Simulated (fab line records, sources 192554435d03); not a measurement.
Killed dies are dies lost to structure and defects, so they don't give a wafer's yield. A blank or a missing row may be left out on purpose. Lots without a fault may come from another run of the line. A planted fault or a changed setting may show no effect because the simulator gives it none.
Split-lot experiment | flow n5_finfet | 7 lots, 21 wafers read, on a route of 1938 steps

THE SPLIT
At N5_HKMG_FIN_PWFM_ALD_03 (deposits TiN, target thk 2 nm, pulse time 1 s, purge time 3 s), the setting ald_cycles was moved away from the recipe's 91 on 8 of the 21 wafers read, by -16.5% to +14.3%. The other wafers ran this setting at the recipe's value.

The reading is taken at the split's own step.

THE READING
TiN_of_HKMG_FIN_PWFM_ALD_03.thk_nm (the simulator's own value, which no gauge read), in nm, at N5_HKMG_FIN_PWFM_ALD_03 (deposits TiN, target thk 2 nm, pulse time 1 s, purge time 3 s). The file gives no usual value for it.

wafer  | tool, chamber at the split | ald_cycles as run | against the recipe | TiN_of_HKMG_FIN_PWFM_ALD_03.thk_nm, nm | against lot-mates on the recipe
L075.3 | ald_metal-03, 2,1          | 95                | +4.4%              | 2                                      | +0.0
L075.4 | ald_metal-03, 2,1          | 95                | +4.4%              | 2                                      | +0.0
L075.6 | ald_metal-03, 2            | 91                | recipe             | 2                                      | -
L076.3 | ald_metal-01, 2,2,3        | 91                | recipe             | 2                                      | -
L076.5 | ald_metal-01, 2,2,3        | 91                | recipe             | 2                                      | -
L076.6 | ald_metal-01, 2,2,3        | 91                | recipe             | 2                                      | -
L077.1 | ald_metal-04, 0,2          | 91                | recipe             | 2                                      | -
L077.2 | ald_metal-04, 0,2          | 91                | recipe             | 2                                      | -
L077.3 | ald_metal-04, 3            | 81                | -11.0%             | 1.8                                    | -0.2
L080.2 | ald_metal-01, 0            | 91                | recipe             | 2                                      | -
L080.3 | ald_metal-01, 1,2          | 76                | -16.5%             | 1.6                                    | -0.4
L080.5 | ald_metal-01, 1,2          | 76                | -16.5%             | 1.6                                    | -0.4
L081.3 | ald_metal-04, 1,0,1        | 91                | recipe             | 2                                      | -
L081.5 | ald_metal-04, 1,0,1        | 91                | recipe             | 2                                      | -
L081.6 | ald_metal-04, 1,0,1        | 91                | recipe             | 2                                      | -
L083.1 | ald_metal-04, 0,3          | 91                | recipe             | 2                                      | -
L083.4 | ald_metal-04, 0,3          | 91                | recipe             | 2                                      | -
L083.3 | ald_metal-04, 1            | 104               | +14.3%             | 2.2                                    | +0.2
L093.1 | ald_metal-01, 3,2          | 100               | +9.9%              | 2.2                                    | +0.2
L093.4 | ald_metal-01, 3,2          | 100               | +9.9%              | 2.2                                    | +0.2
L093.5 | ald_metal-01, 3            | 91                | recipe             | 2                                      | -
Where a row lists several chambers, the file gives one row for several wafers and doesn't say which wafer went through which chamber.

THE FIT
A straight line over all 21 wafers: TiN_of_HKMG_FIN_PWFM_ALD_03.thk_nm changes by +0.0201 nm for each +1% of ald_cycles; r = +0.97; the points scatter about the line by 0.037 nm.
The same after taking each lot's own level away (the mean of its wafers on the recipe; 21 wafers): +0.0201 nm for each +1%; r = +0.97; scatter 0.037 nm.
On that fit, the largest move of ald_cycles shifts the reading by 0.33 nm.
The lots' own levels span 2.00 to 2.00 nm.
So the lot-to-lot level changes the slope little: the two slopes agree.
Check: with one of the wafers moved furthest among these (-16.5%) left out of the fit, the line predicts -0.329 nm for it against its lot-mates. It came out at -0.4 nm against them.

OTHER SPLITS ON THESE WAFERS
These wafers also went through other splits before the reading. Each is held against what the fit with the lots' levels taken away leaves over:
other split on the same wafers | wafers away from the commonest value | r with TiN_of_HKMG_FIN_PWFM_ALD_03.thk_nm (lot level and that fit taken away)
N5_FIN_CUT_EXPOSE_05 dose_mj   | 6                                    | -0.45
N5_SD_EPI_N_PEB_07 peb_temp_c  | 6                                    | +0.32

THE FILE'S OWN FIT
TiN_of_HKMG_FIN_PWFM_ALD_03.thk_nm changes by +0.0191 nm for each +1% of ald_cycles, r = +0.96.
